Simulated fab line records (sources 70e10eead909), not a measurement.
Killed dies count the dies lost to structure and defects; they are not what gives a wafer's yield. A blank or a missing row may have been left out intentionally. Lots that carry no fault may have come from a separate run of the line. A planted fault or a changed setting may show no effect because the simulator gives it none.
Matching of chambers :: flow nand harc :: ald hk-02 running NHARC_A_CHANNEL_FILL_D1_ALD_02: 4 sister chambers
The step deposits SiO2, target thk 6 nm, pulse time 10 s, ald cycles 60. 8 wafers are shown with their chamber, then 11 later ones without.

## EACH WAFER AND ITS CHAMBER
wafer: L080.6
chamber: 1
heater power w (W): 440
precursor pulse height rel: 1.019

wafer: L086.1
chamber: 0
heater power w (W): 470
precursor pulse height rel: 0.987

wafer: L086.4
chamber: 3
heater power w (W): 473
precursor pulse height rel: 0.993

wafer: L088.1
chamber: 1
heater power w (W): 439
precursor pulse height rel: 0.959

wafer: L090.1
chamber: 0
heater power w (W): 490
precursor pulse height rel: 1.011

wafer: L090.2
chamber: 2
heater power w (W): 479
precursor pulse height rel: 0.999

wafer: L090.4
chamber: 3
heater power w (W): 476
precursor pulse height rel: 0.965

wafer: L094.3
chamber: 2
heater power w (W): 481
precursor pulse height rel: 0.991

## WAFERS WITH NO CHAMBER GIVEN
wafer: L094.4
heater power w (W): 495
precursor pulse height rel: 0.968

wafer: L094.6
heater power w (W): 423
precursor pulse height rel: 1.023

wafer: L095.1
heater power w (W): 473
precursor pulse height rel: 1.031

wafer: L095.2
heater power w (W): 487
precursor pulse height rel: 0.986

wafer: L095.6
heater power w (W): 478
precursor pulse height rel: 1.014

wafer: L096.2
heater power w (W): 497
precursor pulse height rel: 1.011

wafer: L096.4
heater power w (W): 485
precursor pulse height rel: 1.000

wafer: L096.5
heater power w (W): 425
precursor pulse height rel: 1.019

wafer: L097.1
heater power w (W): 448
precursor pulse height rel: 0.999

wafer: L097.3
heater power w (W): 475
precursor pulse height rel: 0.994

wafer: L097.6
heater power w (W): 463
precursor pulse height rel: 1.029

## CHAMBER TAKEN BY EACH
wafer: L094.4
from the rows above: can't be placed: 2 or 0 or 3
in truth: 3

wafer: L094.6
from the rows above: 1
in truth: 1

wafer: L095.1
from the rows above: can't be placed: 0 or 2 or 3
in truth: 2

wafer: L095.2
from the rows above: can't be placed: 2 or 0 or 3
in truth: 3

wafer: L095.6
from the rows above: can't be placed: 0 or 2 or 3
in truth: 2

wafer: L096.2
from the rows above: can't be placed: 0 or 2 or 3
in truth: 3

wafer: L096.4
from the rows above: can't be placed: 0 or 2 or 3
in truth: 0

wafer: L096.5
from the rows above: 1
in truth: 1

wafer: L097.1
from the rows above: 1
in truth: 1

wafer: L097.3
from the rows above: can't be placed: 3 or 2 or 0
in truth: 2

wafer: L097.6
from the rows above: can't be placed: 3 or 0 or 2 or 1
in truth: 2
Correct placement for 3 of the 11. Not placeable from these rows: 8 (in 8, the candidates include the true chamber). 0 placed wrongly.
How it was worked out, from the rows above alone: a wafer's distance from a chamber is the root of the sum, over the readings, of the square of ((its reading less the chamber's mean) divided by the reading's scatter). If the next closest chamber is less than 2 further off than the closest, the wafer can't be placed; otherwise it belongs to the closest. For every chamber, the mean is computed from those of its wafers that are shown. How the scatter is found: for the shown wafers, subtract from each reading the mean of its chamber, square and add these, divide the total by (wafers less chambers), then take the root.
